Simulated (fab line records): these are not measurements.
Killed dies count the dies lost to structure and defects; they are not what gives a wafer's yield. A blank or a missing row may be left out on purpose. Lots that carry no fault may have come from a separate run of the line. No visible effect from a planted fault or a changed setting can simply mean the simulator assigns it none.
fab line records	flow n5-finfet
record: lots: 24	wafers: 72	last-day: 17
route steps=1938 shown BEOL_M2@854
lots untouched by any fault: they come from a run of this same line in which no faults occurred
start-h: start of the lot's first displayed wafer, in hours after the record's first day	wait-h: time in hours since the lot's previous step	" repeats the value in the row above	L1.1+2: a row that stands for several wafers	- no value, or no start was given	* or withheld: withheld	< > ~ a bound
route shown NAME@n: names a module that has steps shown in the file, with the first one's number in the route	usual: mean/standard deviation of fault-free wafers	same: alike in all rows	chamber/n: place in a boat	sites: per-site readings	_std_site: how widely they spread, as a standard deviation	_edge_site: inner sites' mean taken away from outer sites' mean	radius-mm: how far each site lies from the wafer's centre	mask NAME#n: copy n	behind: the last tool/chamber to shape the wafer	hold: why the lot went on hold/how many hours it stayed there/how the hold came to an end	device: the transistor (n, p or np) that didn't switch	end of line: the route-end tests of the same wafers	where a step has no rows: the recipe by itself	killed: dies lost to structure and defects at the first sort, not the wafer's yield	map: the dies of a wafer, with x for killed, . for not killed, _ for no die there
set.NAME: the setting the step ran with; set.NAME@STEP: the setting that earlier step ran with	model.NAME: the simulator's own value behind a step, which no gauge read
the route's steps for a sample of lots (tables are steps, rows are wafers)
services: from which hour (start-h, from the record's first day; less than 0 if before it) a tool's chamber was out of use, for how many hours, and why
== steps ==
step: N5_BEOL_M2_CD_MEAS_11
recipe: target-cd-nm: 16.79	landing-energy-ev: 500	detector: se-inlens	polarity: opening
usual: cd-nm: 16.78/0.25
lot.wafer	tool	chamber	start-h	wait-h	cd-nm
L074.3	cd-sem-03	0	132.51	-	16.93
L074.4	"	0	"	"	16.72
L074.5	"	0	"	"	16.83
L075.1	cd-sem-02	0	144.65	-	17.04
L075.2	"	0	"	"	16.13
L075.3	"	0	"	"	16.54
L076.2	cd-sem-03	0	145.07	-	16.49
L076.3	"	0	"	"	16.61
L076.6	"	0	"	"	16.73
L077.1	cd-sem-01	0	147.06	-	16.45
L077.3	"	0	"	"	16.72
L077.6	"	0	"	"	16.80
L078.1	cd-sem-03	0	153.89	-	17.04
L078.5	"	0	"	"	16.36
L078.6	"	0	"	"	17.08
L079.3	cd-sem-02	0	157.98	-	16.72
L079.4	"	0	"	"	16.91
L079.5	"	0	"	"	16.76
L080.2	cd-sem-01	0	161.67	-	16.54
L080.4	"	0	"	"	16.87
L080.6	"	0	"	"	16.62
L081.2	cd-sem-02	0	176.80	-	16.86
L081.3	"	0	"	"	16.59
L081.4	"	0	"	"	16.95
L082.2	cd-sem-02	0	186.59	-	16.63
L082.3	"	0	"	"	17.07
L082.6	"	0	"	"	16.64
L083.1	cd-sem-03	0	189.25	-	16.42
L083.4	"	0	"	"	16.86
L083.5	"	0	"	"	16.70
L084.1	cd-sem-02	0	189.45	-	16.87
L084.3	"	0	"	"	16.86
L084.6	"	0	"	"	16.55
L085.2	cd-sem-01	0	200.94	-	16.82
L085.3	"	0	"	"	16.75
L085.6	"	0	"	"	16.37
L086.1	cd-sem-01	0	210.29	-	17.17
L086.3	"	0	"	"	16.96
L086.4	"	0	"	"	16.70
L088.1	cd-sem-01	0	211.68	-	17.05
L088.4	"	0	"	"	16.62
L088.5	"	0	"	"	17.26
L087.1	cd-sem-01	0	211.97	-	16.77
L087.2	"	0	"	"	16.87
L087.3	"	0	"	"	16.92
L089.2	cd-sem-03	0	222.41	-	16.60
L089.5	"	0	"	"	16.55
L089.6	"	0	"	"	16.41
L090.2	cd-sem-02	0	229.33	-	17.31
L090.3	"	0	"	"	17.02
L090.5	"	0	"	"	17.39
L091.1	cd-sem-02	0	237.23	-	16.63
L091.3	"	0	"	"	17.21
L091.5	"	0	"	"	16.22
L092.2	cd-sem-01	0	245.43	-	16.66
L092.4	"	0	"	"	16.84
L092.5	"	0	"	"	16.79
L093.3	cd-sem-03	0	247.23	-	16.86
L093.5	"	0	"	"	16.94
L093.6	"	0	"	"	17.07
L094.2	cd-sem-03	0	251.29	-	16.10
L094.4	"	0	"	"	16.73
L094.6	"	0	"	"	16.91
L095.1	cd-sem-02	0	259.26	-	17.08
L095.2	"	0	"	"	17.11
L095.4	"	0	"	"	16.88
L096.1	cd-sem-01	0	264.62	-	16.87
L096.5	"	0	"	"	16.96
L096.6	"	0	"	"	17.10
L097.2	cd-sem-01	0	266.70	-	17.20
L097.5	"	0	"	"	16.84
L097.6	"	0	"	"	16.10
step: N5_BEOL_M2_ETCH_77
recipe: chemistry: N2/H2	target: underlayer	target-depth-a: 65	mask-material: CAR-EUV	time-s: 5.2	ion-energy-ev: 200	pressure-mtorr: 30	source-w: 840	bias-w: 150	n2-flow-sccm: 200	h2-flow-sccm: 200	ends: cleared
usual: drypump-motor-current-A: 5.60/0.28	etch-rf-on-time-s: 5.26/0.18	oes-product-au: 0.68/0.076	rf-vpp-V: 522.7/2.1	showerhead-plenum-p-Torr: 2.50/0.066	throttle-valve-pct: 17.9/0.32
lot.wafer	tool	chamber	start-h	wait-h	drypump-motor-current-A	etch-rf-on-time-s	oes-product-au	rf-hours-counter-h	rf-vpp-V	showerhead-plenum-p-Torr	throttle-valve-pct
L074.3	rie-diel-03	0	133.67	0.0	5.12	5.17	0.59	222	526.0	2.63	17.8
L074.4	"	3	"	"	5.93	5.51	0.62	148	524.2	2.54	17.8
L074.5	"	0	"	"	5.08	5.16	0.61	-	526.6	2.63	17.8
L075.1	rie-diel-06	0	145.92	0.0	5.98	5.48	0.75	25	523.5	2.48	17.5
L075.2	"	1	"	"	5.43	5.08	0.78	24	526.8	2.60	17.7
L075.3	"	2	"	"	5.56	5.02	0.75	66	522.9	2.60	18.0
L076.2	rie-diel-06	0	146.22	0.0	6.05	5.56	0.74	25	524.1	2.48	17.5
L076.3	"	1	"	"	5.43	5.06	0.79	25	524.5	2.60	17.7
L076.6	"	1	"	"	5.42	5.04	0.78	-	524.2	2.60	17.7
L077.1	rie-diel-06	2	148.23	0.0	5.53	5.00	0.75	66	522.5	2.60	18.0
L077.3	"	1	"	"	5.41	5.03	0.80	25	524.8	2.60	17.7
L077.6	"	0	"	"	6.03	5.47	0.74	-	522.0	2.48	17.5
L078.1	rie-diel-06	3	155.46	0.0	5.95	5.24	0.60	210	519.2	2.41	17.9
L078.5	"	3	"	"	5.93	5.29	0.60	-	520.9	2.41	18.0
L078.6	"	0	"	"	6.03	5.46	0.74	-	521.2	2.47	17.5
L079.3	rie-diel-02	3	159.16	0.0	5.77	5.09	0.82	5	525.2	2.52	18.0
L079.4	"	0	"	"	5.70	5.48	0.61	206	520.6	2.45	18.4
L079.5	"	2	"	"	5.72	5.10	0.62	-	525.0	2.51	18.1
L080.2	rie-diel-02	3	162.70	0.0	5.74	5.05	0.83	6	523.9	2.52	18.0
L080.4	"	1	"	"	5.25	5.19	0.65	126	523.0	2.45	18.3
L080.6	"	1	"	"	5.28	5.25	0.65	-	521.7	2.46	18.3
L081.2	rie-diel-02	1	179.55	0.0	5.22	5.23	0.65	132	522.5	2.45	18.3
L081.3	"	0	"	"	5.69	5.48	0.61	213	517.7	2.45	18.4
L081.4	"	2	"	"	5.69	5.12	0.61	215	525.1	2.51	18.2
L082.2	rie-diel-06	2	189.24	0.0	5.58	4.98	0.74	76	523.7	2.59	18.1
L082.3	"	0	"	"	6.05	5.56	0.72	37	520.7	2.47	17.5
L082.6	"	3	"	"	5.91	5.29	0.59	-	520.0	2.40	18.0
L083.1	rie-diel-03	2	190.50	0.0	5.70	5.37	0.75	50	524.8	2.56	17.5
L083.4	"	1	"	"	5.23	5.38	0.67	117	522.1	2.42	17.5
L083.5	"	2	"	"	5.71	5.37	0.75	-	525.1	2.56	17.5
L084.1	rie-diel-03	2	190.64	0.0	5.73	5.44	0.74	50	525.7	2.56	17.5
L084.3	"	3	"	"	5.91	5.57	0.61	170	525.2	2.53	17.8
L084.6	"	1	"	"	5.20	5.37	0.67	-	521.0	2.42	17.5
L085.2	rie-diel-02	2	202.40	0.0	5.69	5.17	0.61	223	524.6	2.51	18.2
L085.3	"	3	"	"	5.73	5.20	0.78	19	526.1	2.52	18.0
L085.6	"	2	"	"	5.71	5.21	0.60	-	522.7	2.51	18.2
L086.1	rie-diel-06	0	211.38	0.0	6.06	5.47	0.72	45	522.2	2.47	17.5
L086.3	"	1	"	"	5.41	5.13	0.75	44	525.5	2.59	17.7
L086.4	"	3	"	"	5.96	5.24	0.59	225	519.1	2.40	18.0
L088.1	rie-diel-02	3	212.80	0.0	5.73	5.08	0.78	23	522.2	2.52	18.0
L088.4	"	1	"	"	5.23	5.22	0.63	143	521.8	2.45	18.3
L088.5	"	3	"	"	5.75	5.06	0.79	-	521.0	2.52	18.0
L087.1	rie-diel-02	0	213.14	0.0	5.67	5.56	0.59	226	518.4	2.44	18.4
L087.2	"	2	"	"	5.72	5.06	0.61	228	523.6	2.50	18.2
L087.3	"	1	"	"	5.21	5.25	0.63	143	520.7	2.45	18.3
L089.2	rie-diel-03	3	223.45	0.0	6.00	5.45	0.61	184	522.5	2.52	17.8
L089.5	"	2	"	"	5.73	5.29	0.73	-	524.7	2.56	17.5
L089.6	"	1	"	"	5.23	5.35	0.66	-	519.9	2.41	17.6
L090.2	rie-diel-03	3	230.52	0.0	5.91	5.43	0.59	187	522.3	2.52	17.8
L090.3	"	3	"	"	5.90	5.47	0.59	-	523.7	2.52	17.8
L090.5	"	1	"	"	5.26	5.29	0.66	-	524.4	2.41	17.6
L091.1	rie-diel-03	0	238.40	0.0	5.08	5.04	0.84	0	526.0	2.62	17.4
L091.3	"	1	"	"	5.25	5.26	0.66	139	521.3	2.41	17.5
L091.5	"	2	"	"	5.72	5.37	0.71	-	526.8	2.56	17.5
L092.2	rie-diel-02	3	246.70	0.0	5.74	5.14	0.76	34	523.5	2.51	18.0
L092.4	"	2	"	"	5.69	5.00	0.60	-	520.7	2.50	18.2
L092.5	"	1	"	"	5.22	5.20	0.62	-	520.1	2.44	18.3
L093.3	rie-diel-02	2	248.62	0.0	5.70	5.06	0.60	241	522.0	2.50	18.2
L093.5	"	2	"	"	5.72	5.00	0.61	-	522.9	2.50	18.2
L093.6	"	3	"	"	5.76	5.09	0.76	-	522.5	2.51	18.1
L094.2	rie-diel-03	2	252.50	0.0	5.71	5.41	0.71	73	523.8	2.55	17.5
L094.4	"	3	"	"	5.93	5.53	0.59	194	523.6	2.52	17.8
L094.6	"	0	"	"	5.13	5.02	0.81	-	524.9	2.61	17.4
L095.1	rie-diel-06	2	260.62	0.0	5.52	5.09	0.70	97	523.6	2.58	18.1
L095.2	"	0	"	"	6.03	5.57	0.70	62	520.1	2.46	17.6
L095.4	"	3	"	"	5.92	5.29	0.57	241	518.9	2.39	18.0
L096.1	rie-diel-02	0	266.47	0.0	5.69	5.62	0.58	243	518.0	2.44	18.4
L096.5	"	3	"	"	5.76	5.16	0.74	-	523.8	2.51	18.1
L096.6	"	0	"	"	5.66	5.57	0.57	-	518.5	2.44	18.5
L097.2	rie-diel-02	0	267.74	0.0	5.69	5.54	0.58	243	519.4	2.44	18.4
L097.5	"	0	"	"	5.68	5.62	0.58	-	520.4	2.44	18.4
L097.6	"	1	"	"	5.23	5.25	0.62	-	520.9	2.44	18.4
step: N5_BEOL_M2_STRIP_36
recipe: chemistry: N2/H2	power-w: 450	temp-c: 40	pressure-mtorr: 20	rf-frequency-hz: 6e+07	overash-fraction: 0.3	bias-power-w: 7	h2-frac: 0.5	n2-flow-sccm: 200	h2-flow-sccm: 200
usual: drypump-motor-current-A: 5.59/0.29	oes-product-au: 0.79/0.085	rf-vpp-V: 59.0/1.4	showerhead-plenum-p-Torr: 2.50/0.068	throttle-valve-pct: 23.7/0.46
lot.wafer	tool	chamber	start-h	wait-h	drypump-motor-current-A	oes-product-au	rf-hours-counter-h	rf-vpp-V	showerhead-plenum-p-Torr	throttle-valve-pct
L074.3	rie-diel-02	2	139.41	0.0	5.71	0.72	198	57.8	2.51	24.2
L074.4	"	2	"	"	5.72	0.71	-	57.5	2.51	24.1
L074.5	"	1	"	"	5.24	0.76	-	61.2	2.46	24.2
L075.1	rie-diel-03	0	146.34	0.0	5.11	0.69	226	61.9	2.62	23.4
L075.2	"	2	"	"	5.71	0.92	33	57.6	2.57	23.2
L075.3	"	3	"	"	5.93	0.75	153	59.5	2.53	23.6
L076.2	rie-diel-06	0	146.66	0.0	6.05	0.89	25	58.4	2.47	23.2
L076.3	"	1	"	"	5.40	0.92	25	59.3	2.60	23.4
L076.6	"	0	"	"	6.00	0.88	-	57.1	2.47	23.2
L077.1	rie-diel-03	1	149.65	0.0	5.21	0.82	102	59.2	2.42	23.1
L077.3	"	2	"	"	5.75	0.92	34	58.7	2.57	23.2
L077.6	"	2	"	"	5.71	0.91	-	57.9	2.57	23.2
L078.1	rie-diel-03	3	157.54	0.0	5.89	0.74	157	59.6	2.53	23.6
L078.5	"	3	"	"	5.99	0.74	-	58.1	2.53	23.5
L078.6	"	0	"	"	5.11	0.70	-	62.5	2.62	23.4
L079.3	rie-diel-03	1	160.68	0.0	5.23	0.80	105	57.2	2.42	23.1
L079.4	"	3	"	"	5.88	0.75	158	58.2	2.53	23.5
L079.5	"	0	"	"	5.12	0.69	-	59.1	2.62	23.5
L080.2	rie-diel-02	3	163.17	0.0	5.77	0.96	6	58.0	2.52	24.1
L080.4	"	1	"	"	5.22	0.76	126	61.8	2.45	24.1
L080.6	"	1	"	"	5.23	0.76	-	59.5	2.45	24.2
L081.2	rie-diel-02	3	181.38	0.0	5.75	0.95	12	60.9	2.52	24.1
L081.3	"	2	"	"	5.67	0.71	216	58.4	2.50	24.2
L081.4	"	0	"	"	5.71	0.72	215	60.0	2.44	24.4
L082.2	rie-diel-02	2	196.48	0.0	5.70	0.69	222	60.0	2.50	24.2
L082.3	"	1	"	"	5.17	0.75	139	59.7	2.45	24.2
L082.6	"	2	"	"	5.67	0.69	-	58.0	2.50	24.2
L083.1	rie-diel-02	3	200.53	0.0	5.76	0.92	18	57.1	2.51	24.1
L083.4	"	2	"	"	5.71	0.70	223	57.6	2.50	24.2
L083.5	"	1	"	"	5.20	0.75	-	59.7	2.44	24.2
L084.1	rie-diel-02	0	201.18	0.0	5.72	0.70	221	58.0	2.44	24.5
L084.3	"	1	"	"	5.20	0.74	140	59.5	2.45	24.2
L084.6	"	1	"	"	5.22	0.74	-	58.4	2.44	24.2
L085.2	rie-diel-06	0	202.82	0.0	6.05	0.85	43	61.3	2.47	23.2
L085.3	"	1	"	"	5.41	0.87	41	59.9	2.59	23.5
L085.6	"	3	"	"	5.93	0.69	-	58.9	2.40	23.6
L086.1	rie-diel-06	3	211.80	0.0	5.92	0.67	225	57.5	2.40	23.6
L086.3	"	0	"	"	6.02	0.84	45	59.4	2.46	23.2
L086.4	"	1	"	"	5.43	0.86	44	58.9	2.59	23.5
L088.1	rie-diel-03	1	213.34	0.0	5.25	0.77	127	60.8	2.41	23.1
L088.4	"	1	"	"	5.23	0.78	-	56.7	2.41	23.1
L088.5	"	3	"	"	5.90	0.73	-	58.1	2.52	23.6
L087.1	rie-diel-06	0	213.58	0.0	6.06	0.85	46	58.1	2.46	23.2
L087.2	"	2	"	"	5.55	0.85	85	61.1	2.58	24.3
L087.3	"	3	"	"	5.92	0.68	226	60.6	2.40	23.6
L089.2	rie-diel-06	2	228.57	0.0	5.56	0.83	90	58.3	2.58	24.3
L089.5	"	2	"	"	5.55	0.84	-	59.5	2.58	24.3
L089.6	"	3	"	"	5.95	0.67	-	59.0	2.39	23.6
L090.2	rie-diel-03	1	241.44	0.0	5.22	0.78	140	57.1	2.41	23.1
L090.3	"	2	"	"	5.75	0.87	68	62.1	2.55	23.3
L090.5	"	0	"	"	5.08	0.95	-	58.5	2.61	23.1
L091.1	rie-diel-06	1	241.67	0.0	5.44	0.87	54	57.9	2.59	23.5
L091.3	"	0	"	"	6.00	0.83	56	61.0	2.46	23.3
L091.5	"	3	"	"	5.92	0.68	-	58.2	2.39	23.6
L092.2	rie-diel-02	3	247.15	0.0	5.75	0.88	35	59.2	2.51	24.1
L092.4	"	1	"	"	5.21	0.73	-	59.3	2.44	24.2
L092.5	"	3	"	"	5.73	0.87	-	58.4	2.51	24.1
L093.3	rie-diel-02	0	258.49	0.0	5.69	0.69	239	58.0	2.43	24.4
L093.5	"	3	"	"	5.76	0.88	-	57.6	2.51	24.1
L093.6	"	0	"	"	5.69	0.69	-	57.0	2.43	24.5
L094.2	rie-diel-06	3	258.75	0.0	5.93	0.68	240	60.4	2.39	23.6
L094.4	"	2	"	"	5.53	0.82	96	60.2	2.58	24.3
L094.6	"	1	"	"	5.42	0.85	-	59.0	2.58	23.5
L095.1	rie-diel-03	2	264.89	0.0	5.72	0.86	78	59.5	2.55	23.3
L095.2	"	0	"	"	5.10	0.92	11	61.1	2.61	23.1
L095.4	"	1	"	"	5.21	0.76	150	57.4	2.40	23.2
L096.1	rie-diel-02	1	269.32	0.0	5.23	0.73	161	60.8	2.44	24.2
L096.5	"	2	"	"	5.65	0.68	-	63.1	2.49	24.2
L096.6	"	3	"	"	5.78	0.87	-	59.0	2.50	24.1
L097.2	rie-diel-03	1	269.45	0.0	5.23	0.77	151	58.6	2.40	23.2
L097.5	"	3	"	"	5.95	0.72	-	59.6	2.51	23.6
L097.6	"	0	"	"	5.10	0.93	-	60.0	2.61	23.1
step: N5_BEOL_M2_DEGAS_44
recipe: ambient: vacuum	temp-c: 250	time-s: 60
usual: heater-power-w: 331/16
same: time-s: 60
lot.wafer	tool	chamber	start-h	wait-h	heater-power-w
L074.3	pvd-sputter-03	-	140.52	0.8	349
L074.4	"	-	"	"	312
L074.5	"	-	"	"	344
L075.1	pvd-sputter-02	-	146.76	0.1	319
L075.2	"	-	"	"	347
L075.3	"	-	"	"	354
L076.2	pvd-sputter-02	-	147.32	0.3	350
L076.3	"	-	"	"	298
L076.6	"	-	"	"	328
L077.1	pvd-sputter-01	-	150.03	0.0	314
L077.3	"	-	"	"	349
L077.6	"	-	"	"	346
L078.1	pvd-sputter-02	-	158.14	0.2	347
L078.5	"	-	"	"	325
L078.6	"	-	"	"	337
L079.3	pvd-sputter-02	-	161.38	0.3	307
L079.4	"	-	"	"	353
L079.5	"	-	"	"	327
L080.2	pvd-sputter-03	-	164.03	0.5	356
L080.4	"	-	"	"	360
L080.6	"	-	"	"	354
L081.2	pvd-sputter-03	-	181.87	0.1	321
L081.3	"	-	"	"	331
L081.4	"	-	"	"	342
L082.2	pvd-sputter-02	-	197.28	0.5	302
L082.3	"	-	"	"	330
L082.6	"	-	"	"	342
L083.1	pvd-sputter-03	-	201.32	0.4	335
L083.4	"	-	"	"	320
L083.5	"	-	"	"	313
L084.1	pvd-sputter-01	-	202.67	1.1	320
L084.3	"	-	"	"	342
L084.6	"	-	"	"	331
L085.2	pvd-sputter-02	-	203.31	0.1	336
L085.3	"	-	"	"	304
L085.6	"	-	"	"	321
L086.1	pvd-sputter-02	-	212.94	0.8	335
L086.3	"	-	"	"	309
L086.4	"	-	"	"	328
L088.1	pvd-sputter-01	-	213.73	0.0	320
L088.4	"	-	"	"	333
L088.5	"	-	"	"	347
L087.1	pvd-sputter-03	-	213.97	0.0	340
L087.2	"	-	"	"	313
L087.3	"	-	"	"	329
L089.2	pvd-sputter-03	-	229.04	0.1	311
L089.5	"	-	"	"	311
L089.6	"	-	"	"	320
L090.2	pvd-sputter-02	-	242.02	0.2	354
L090.3	"	-	"	"	341
L090.5	"	-	"	"	299
L091.1	pvd-sputter-02	-	242.11	0.1	328
L091.3	"	-	"	"	301
L091.5	"	-	"	"	348
L092.2	pvd-sputter-03	-	247.54	0.0	343
L092.4	"	-	"	"	332
L092.5	"	-	"	"	312
L093.3	pvd-sputter-01	-	259.15	0.3	320
L093.5	"	-	"	"	343
L093.6	"	-	"	"	321
L094.2	pvd-sputter-01	-	259.31	0.2	318
L094.4	"	-	"	"	344
L094.6	"	-	"	"	338
L095.1	pvd-sputter-03	-	265.67	0.4	345
L095.2	"	-	"	"	334
L095.4	"	-	"	"	314
L096.1	pvd-sputter-03	-	270.06	0.4	355
L096.5	"	-	"	"	355
L096.6	"	-	"	"	339
L097.2	pvd-sputter-01	-	270.15	0.4	325
L097.5	"	-	"	"	322
L097.6	"	-	"	"	327
step: N5_BEOL_M2_SURFACE_TREAT_85
recipe: gas: Ar	time-s: *	ion-energy-ev: *	ion-current-ma-cm2: 0.5	pressure-mtorr: *	ar-flow-sccm: 30
usual: ar-flow-sccm: 29.99/0.098	throttle-valve-pct: *
same: time-s: *
lot.wafer	tool	chamber	start-h	wait-h	ar-flow-sccm	throttle-valve-pct
L074.3	pvd-sputter-03	-	141.08	0.4	29.99	*
L074.4	"	-	"	"	29.84	*
L074.5	"	-	"	"	29.86	*
L075.1	pvd-sputter-02	-	147.28	0.3	30.12	*
L075.2	"	-	"	"	29.94	*
L075.3	"	-	"	"	29.96	*
L076.2	pvd-sputter-01	-	148.32	0.8	29.97	*
L076.3	"	-	"	"	29.97	*
L076.6	"	-	"	"	30.08	*
L077.1	pvd-sputter-03	-	150.86	0.4	29.83	*
L077.3	"	-	"	"	29.92	*
L077.6	"	-	"	"	29.72	*
L078.1	pvd-sputter-02	-	158.58	0.2	29.93	*
L078.5	"	-	"	"	30.00	*
L078.6	"	-	"	"	30.07	*
L079.3	pvd-sputter-02	-	161.73	0.1	29.86	*
L079.4	"	-	"	"	30.11	*
L079.5	"	-	"	"	30.09	*
L080.2	pvd-sputter-03	-	164.59	0.2	29.98	*
L080.4	"	-	"	"	30.06	*
L080.6	"	-	"	"	29.95	*
L081.2	pvd-sputter-03	-	182.21	0.1	30.05	*
L081.3	"	-	"	"	29.95	*
L081.4	"	-	"	"	30.10	*
L082.2	pvd-sputter-02	-	197.72	0.2	30.11	*
L082.3	"	-	"	"	30.02	*
L082.6	"	-	"	"	30.04	*
L083.1	pvd-sputter-01	-	201.67	0.1	29.98	*
L083.4	"	-	"	"	30.11	*
L083.5	"	-	"	"	29.92	*
L084.1	pvd-sputter-01	-	203.03	0.2	29.97	*
L084.3	"	-	"	"	29.92	*
L084.6	"	-	"	"	30.11	*
L085.2	pvd-sputter-02	-	203.77	0.3	30.02	*
L085.3	"	-	"	"	30.04	*
L085.6	"	-	"	"	30.15	*
L086.1	pvd-sputter-02	-	213.32	0.1	30.12	*
L086.3	"	-	"	"	29.84	*
L086.4	"	-	"	"	30.05	*
L088.1	pvd-sputter-03	-	214.06	0.1	30.13	*
L088.4	"	-	"	"	30.03	*
L088.5	"	-	"	"	30.11	*
L087.1	pvd-sputter-02	-	215.44	1.2	30.08	*
L087.2	"	-	"	"	29.82	*
L087.3	"	-	"	"	29.94	*
L089.2	pvd-sputter-01	-	229.73	0.5	29.81	*
L089.5	"	-	"	"	30.00	*
L089.6	"	-	"	"	29.94	*
L090.2	pvd-sputter-02	-	242.36	0.1	29.80	*
L090.3	"	-	"	"	29.98	*
L090.5	"	-	"	"	30.04	*
L091.1	pvd-sputter-01	-	242.55	0.1	29.89	*
L091.3	"	-	"	"	30.01	*
L091.5	"	-	"	"	29.86	*
L092.2	pvd-sputter-03	-	247.86	0.1	30.15	*
L092.4	"	-	"	"	30.14	*
L092.5	"	-	"	"	30.05	*
L093.3	pvd-sputter-03	-	259.55	0.2	29.83	*
L093.5	"	-	"	"	29.93	*
L093.6	"	-	"	"	30.00	*
L094.2	pvd-sputter-01	-	259.71	0.1	29.97	*
L094.4	"	-	"	"	29.95	*
L094.6	"	-	"	"	29.98	*
L095.1	pvd-sputter-02	-	266.05	0.2	29.98	*
L095.2	"	-	"	"	29.92	*
L095.4	"	-	"	"	30.05	*
L096.1	pvd-sputter-02	-	270.61	0.2	30.00	*
L096.5	"	-	"	"	29.94	*
L096.6	"	-	"	"	29.96	*
L097.2	pvd-sputter-02	-	270.69	0.2	30.01	*
L097.5	"	-	"	"	30.03	*
L097.6	"	-	"	"	30.05	*
step: N5_BEOL_M2_ANNEAL_95
recipe: temp-c: 400	time-s: 240	ambient: vacuum
usual: heater-power-w: 831/40
same: time-s: 240
lot.wafer	tool	chamber	start-h	wait-h	heater-power-w
L074.3	pvd-sputter-03	-	143.38	0.0	821
L074.4	"	-	"	"	895
L074.5	"	-	"	"	885
L075.1	pvd-sputter-02	-	149.14	0.0	867
L075.2	"	-	"	"	764
L075.3	"	-	"	"	807
L076.2	pvd-sputter-03	-	150.20	0.0	908
L076.3	"	-	"	"	852
L076.6	"	-	"	"	913
L077.1	pvd-sputter-01	-	153.69	0.0	779
L077.3	"	-	"	"	820
L077.6	"	-	"	"	841
L078.1	pvd-sputter-02	-	160.60	0.0	817
L078.5	"	-	"	"	883
L078.6	"	-	"	"	753
L079.3	pvd-sputter-02	-	163.61	0.0	768
L079.4	"	-	"	"	819
L079.5	"	-	"	"	856
L080.2	pvd-sputter-03	-	166.93	0.0	899
L080.4	"	-	"	"	874
L080.6	"	-	"	"	814
L081.2	pvd-sputter-02	-	184.19	0.0	850
L081.3	"	-	"	"	864
L081.4	"	-	"	"	811
L082.2	pvd-sputter-01	-	200.03	0.0	804
L082.3	"	-	"	"	780
L082.6	"	-	"	"	840
L083.1	pvd-sputter-03	-	203.56	0.0	811
L083.4	"	-	"	"	773
L083.5	"	-	"	"	851
L084.1	pvd-sputter-01	-	204.89	0.0	829
L084.3	"	-	"	"	801
L084.6	"	-	"	"	848
L085.2	pvd-sputter-02	-	205.78	0.0	834
L085.3	"	-	"	"	856
L085.6	"	-	"	"	868
L086.1	pvd-sputter-02	-	215.22	0.0	805
L086.3	"	-	"	"	742
L086.4	"	-	"	"	830
L088.1	pvd-sputter-03	-	215.91	0.0	824
L088.4	"	-	"	"	898
L088.5	"	-	"	"	796
L087.1	pvd-sputter-02	-	217.28	0.0	879
L087.2	"	-	"	"	765
L087.3	"	-	"	"	813
L089.2	pvd-sputter-01	-	231.99	0.0	826
L089.5	"	-	"	"	860
L089.6	"	-	"	"	832
L090.2	pvd-sputter-01	-	244.21	0.0	857
L090.3	"	-	"	"	808
L090.5	"	-	"	"	849
L091.1	pvd-sputter-01	-	246.24	0.0	814
L091.3	"	-	"	"	852
L091.5	"	-	"	"	802
L092.2	pvd-sputter-03	-	249.73	0.0	787
L092.4	"	-	"	"	850
L092.5	"	-	"	"	906
L093.3	pvd-sputter-01	-	261.53	0.0	831
L093.5	"	-	"	"	794
L093.6	"	-	"	"	853
L094.2	pvd-sputter-01	-	263.37	0.0	836
L094.4	"	-	"	"	816
L094.6	"	-	"	"	792
L095.1	pvd-sputter-03	-	268.02	0.0	901
L095.2	"	-	"	"	821
L095.4	"	-	"	"	866
L096.1	pvd-sputter-03	-	272.51	0.0	894
L096.5	"	-	"	"	777
L096.6	"	-	"	"	906
L097.2	pvd-sputter-02	-	272.79	0.0	863
L097.5	"	-	"	"	820
L097.6	"	-	"	"	902
== services ==
tool	chamber	start-h	hours	kind
rie-diel-02	1	112.26	2.7	repair
rie-diel-02	3	116.22	-	clean
rie-diel-02	3	116.22	-	consumable-replace:focus-ring
rie-diel-02	3	116.22	31.6	scheduled-down
rie-diel-02	3	116.22	31.6	vent-cycle
pvd-sputter-01	-	131.36	1.3	repair
rie-diel-06	3	143.16	8.3	repair
rie-diel-06	-	174.34	14.6	pm
rie-diel-02	-	198.01	0.6	repair
rie-diel-02	1	204.08	6.8	repair
rie-diel-03	0	211.06	-	clean
rie-diel-03	0	211.06	-	consumable-replace:focus-ring
rie-diel-03	0	211.06	26.7	scheduled-down
rie-diel-03	0	211.06	26.7	vent-cycle
rie-diel-02	-	223.96	2.3	repair
rie-diel-03	2	228.06	8.4	repair
rie-diel-06	2	235.93	8.0	repair
rie-diel-02	0	246.25	4.4	repair
rie-diel-06	3	253.06	2.6	repair
== key ==
fault none
